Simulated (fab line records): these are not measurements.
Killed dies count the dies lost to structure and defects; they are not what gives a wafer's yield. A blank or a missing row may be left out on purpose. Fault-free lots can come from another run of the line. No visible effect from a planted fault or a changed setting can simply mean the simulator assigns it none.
Chamber matching	flow nand-harc	NHARC_P_M2_PRE_CLEAN_32 on pecvd-03: 3 sister chambers
The step time 12 s. 6 wafers are shown with their chamber, then 9 later ones without.

== WAFERS WITH THEIR CHAMBER ==
wafer	chamber	rf-fwd-power-W (W)	heater-power-w (W)
L078.5	2	293.0	666
L085.2	2	294.7	731
L085.6	0	292.4	580
L091.1	1	291.3	695
L091.5	1	291.6	682
L091.6	0	292.8	667

== WAFERS MISSING THEIR CHAMBER ==
wafer	rf-fwd-power-W (W)	heater-power-w (W)
L092.2	291.0	712
L092.5	292.6	699
L092.6	292.0	670
L095.1	291.8	683
L095.2	292.7	645
L095.4	291.3	651
L096.2	292.6	694
L096.4	292.4	676
L096.6	292.6	641

== WHICH CHAMBER EACH WENT THROUGH ==
wafer	from the rows above	in truth
L092.2	1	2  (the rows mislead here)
L092.5	can't be placed: 1 or 0 or 2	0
L092.6	can't be placed: 1 or 0 or 2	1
L095.1	can't be placed: 1 or 0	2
L095.2	can't be placed: 0 or 1 or 2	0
L095.4	can't be placed: 1 or 0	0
L096.2	can't be placed: 0 or 1 or 2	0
L096.4	can't be placed: 0 or 1 or 2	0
L096.6	can't be placed: 0 or 1 or 2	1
Correct placement for 0 of the 9. Can't be placed from these rows: 8 (the true chamber is among the candidates in 7). Number placed wrongly: 1.
How it was worked out, from the rows above alone: a wafer's distance from a chamber is the root of the sum, over the readings, of the square of ((its reading less the chamber's mean) divided by the reading's scatter). The wafer belongs to the nearest chamber; if the next one is less than 2 further off, it can't be placed. A chamber's mean is the mean of its shown wafers. The scatter is the square root of a quotient: the sum, over the shown wafers, of each reading's squared deviation from its chamber's mean, divided by wafers minus chambers.
